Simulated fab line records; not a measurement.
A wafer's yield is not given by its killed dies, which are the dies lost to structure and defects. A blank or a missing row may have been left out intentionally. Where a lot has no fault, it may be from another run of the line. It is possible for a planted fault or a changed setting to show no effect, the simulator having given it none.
Which of the tools did it? -- flow nandHarc -- 14 lots with 42 wafers sampled at 4 steps, on a route of 1159 steps

WHAT THE GAUGES READ, wafer by wafer
NHARC_P_M0_CD_MEAS_09 targets a cd of 90 nm.
lot,measured,on,cdNm (nm)
L917,day 5 21:32,cdSem-02,89.8 89.9 89.3
L918,day 6 04:09,cdSem-01,89.4 90.6 90.0
L919,day 6 11:19,cdSem-01,89.7 89.9 89.4
L920,day 6 11:41,cdSem-01,89.6 90.6 90.4
L922,day 7 07:08,cdSem-01,89.9 90.2 90.5
L924,day 7 18:33,cdSem-02,89.0 88.6 88.9
L925,day 7 19:26,cdSem-03,89.5 89.2 89.6
L927,day 8 12:16,cdSem-01,90.4 89.2 88.8
L928,day 9 02:31,cdSem-03,45.8 45.8 44.7
L929,day 9 03:37,cdSem-02,89.6 89.0 90.4
L933,day 10 00:54,cdSem-03,56.5 55.7 56.0
L935,day 10 09:45,cdSem-01,89.6 89.4 90.4
L936,day 10 19:52,cdSem-01,90.4 89.7 89.9
L938,day 11 10:45,cdSem-03,90.2 89.7 89.7

NHARC_P_M0_OVL_MEAS_10: pitch 180 nm.
lot,measured,on,overlayXNm (nm),overlayYNm (nm)
L917,day 5 21:38,overlay-02,-0.3 -0.7 -0.5,0.6 0.6 0.5
L918,day 6 04:14,overlay-01,-0.3 -0.9 -1.2,0.6 0.7 0.8
L919,day 6 11:23,overlay-02,1.0 0.9 0.9,0.0 -0.1 0.0
L920,day 6 11:47,overlay-02,-0.6 -0.7 -0.8,-0.1 0.4 0.8
L922,day 7 07:14,overlay-02,0.7 0.3 0.3,0.0 0.3 -0.6
L924,day 7 18:38,overlay-02,0.0 -0.7 -0.5,0.1 0.8 0.6
L925,day 7 19:32,overlay-02,1.5 1.7 1.6,-0.3 -0.2 -0.1
L927,day 8 12:22,overlay-01,-1.4 -1.1 -0.7,0.4 0.1 0.1
L928,day 9 02:36,overlay-01,0.3 0.1 0.8,-0.2 0.4 -0.1
L929,day 9 03:43,overlay-01,-0.2 0.1 -0.3,-0.6 -1.4 0.0
L933,day 10 00:59,overlay-02,0.8 0.3 0.3,1.1 0.5 0.3
L935,day 10 09:50,overlay-02,-0.4 0.1 -0.5,0.6 0.7 0.1
L936,day 10 19:58,overlay-02,0.5 -0.2 0.2,0.9 0.8 1.3
L938,day 11 10:50,overlay-01,-1.4 -1.5 -0.9,-1.0 -0.7 -0.4

NHARC_P_M0_INSPECT_11.
lot,measured,on,rawDefectCount
L917,day 5 21:40,defectInspect-01,4 1 4
L918,day 6 04:17,defectInspect-01,5 3 8
L919,day 6 11:26,defectInspect-01,2 3 3
L920,day 6 11:49,defectInspect-02,0 0 1
L922,day 7 07:16,defectInspect-02,5 2 4
L924,day 7 18:40,defectInspect-01,6 5 6
L925,day 7 19:34,defectInspect-02,2 6 4
L927,day 8 12:23,defectInspect-02,9 5 5
L928,day 9 02:38,defectInspect-02,4 6 2
L929,day 9 03:45,defectInspect-02,1 7 6
L933,day 10 01:01,defectInspect-01,4 6 2
L935,day 10 09:52,defectInspect-01,4 3 6
L936,day 10 20:00,defectInspect-02,3 5 3
L938,day 11 10:52,defectInspect-02,3 2 7

EACH LOT AND THE TOOL THAT RAN IT (in order: tool; ch and the chambers of the sampled wafers; start)
lot,NHARC_P_M0_EXPOSE_06
L917,"arfiScanner-02 ch 0, day 5 21:24"
L918,"arfiScanner-02 ch 0, day 6 04:01"
L919,"arfiScanner-03 ch 0, day 6 11:10"
L920,"arfiScanner-01 ch 0, day 6 11:33"
L922,"arfiScanner-02 ch 0, day 7 07:00"
L924,"arfiScanner-02 ch 0, day 7 18:25"
L925,"arfiScanner-02 ch 0, day 7 19:18"
L927,"arfiScanner-02 ch 0, day 8 12:08"
L928,"arfiScanner-02 ch 0, day 9 02:23"
L929,"arfiScanner-03 ch 0, day 9 03:29"
L933,"arfiScanner-02 ch 0, day 10 00:46"
L935,"arfiScanner-01 ch 0, day 10 09:37"
L936,"arfiScanner-01 ch 0, day 10 19:44"
L938,"arfiScanner-01 ch 0, day 11 10:37"
- NHARC_P_M0_EXPOSE_06: exposes mask P M0, target cd 90 nm.

WHAT THE TOOLS THEMSELVES READ (means of the sampled wafers that have a number; where no wafer has one, the mark that the record gives instead)
NHARC_P_M0_EXPOSE_06.
lot,tool,exposureDoseMJCm2,focusOffsetNm (nm)
L917,arfiScanner-02,81.22,-0.0
L918,arfiScanner-02,81.16,-0.3
L919,arfiScanner-03,81.17,0.1
L920,arfiScanner-01,81.15,0.3
L922,arfiScanner-02,81.27,-0.6
L924,arfiScanner-02,81.23,0.1
L925,arfiScanner-02,81.26,0.3
L927,arfiScanner-02,81.27,0.4
L928,arfiScanner-02,39.60,-0.3
L929,arfiScanner-03,81.25,0.0
L933,arfiScanner-02,47.80,-0.0
L935,arfiScanner-01,81.16,0.0
L936,arfiScanner-01,81.10,-0.6
L938,arfiScanner-01,81.12,0.2

THE ANSWER, worked out from the rows above alone
Rule: the lots themselves supply what counts as usual. Put in order of their means at a reading, lots are off if they are a third of the lots or fewer, leave a main group of 4 or more, and stand apart from it by a gap of 3 or more times the standard deviation of the main group's means; of several such gaps the widest counts. A main group is skipped when, at the precision printed for the reading in the tables above, its means are all equal. A lot without any number at a reading at which 4 lots or more have one is off too. All remaining lots with rows at the step are treated as sound. First the gauges in route order, then the tools' own readings, where a lot's mean is used as printed above. The first step at which some lot is off is used, and at that step the reading that is off furthest; a lot without a number counts as furthest.
Off: L928, L933, at NHARC_P_M0_CD_MEAS_09 (cdNm). Main group: mean 89.7 nm, sd 0.36.
A tool fits if, at a process step before that reading, it ran every lot that is off, and no sound lot after the first of them. Not tried: the gauges at NHARC_P_M0_CD_MEAS_09; whatever is off there is also off at NHARC_P_M0_EXPOSE_06, on other tools, and gauge error can't account for it. One fits: NHARC_P_M0_EXPOSE_06 on arfiScanner-02. Its last sound lot is L927 (day 8 12:08), its first lot that is off L928 (day 9 02:23): a fault that began between those two fits.
The tool's own readings at NHARC_P_M0_EXPOSE_06 bear it out: on the lots that are off they differ by more than 5 times the standard deviation of the sound lots' means. exposureDoseMJCm2 reads 43.70 there against 81.20 on the sound lots.

WHAT WAS PUT IN BY THE SIMULATOR
Drift in process parameters on arfiScanner-02 at NHARC_P_M0_EXPOSE_06, starting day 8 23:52. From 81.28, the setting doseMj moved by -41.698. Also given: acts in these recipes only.
Struck lots among those shown: L928, L933. The rule given above showed the same thing.
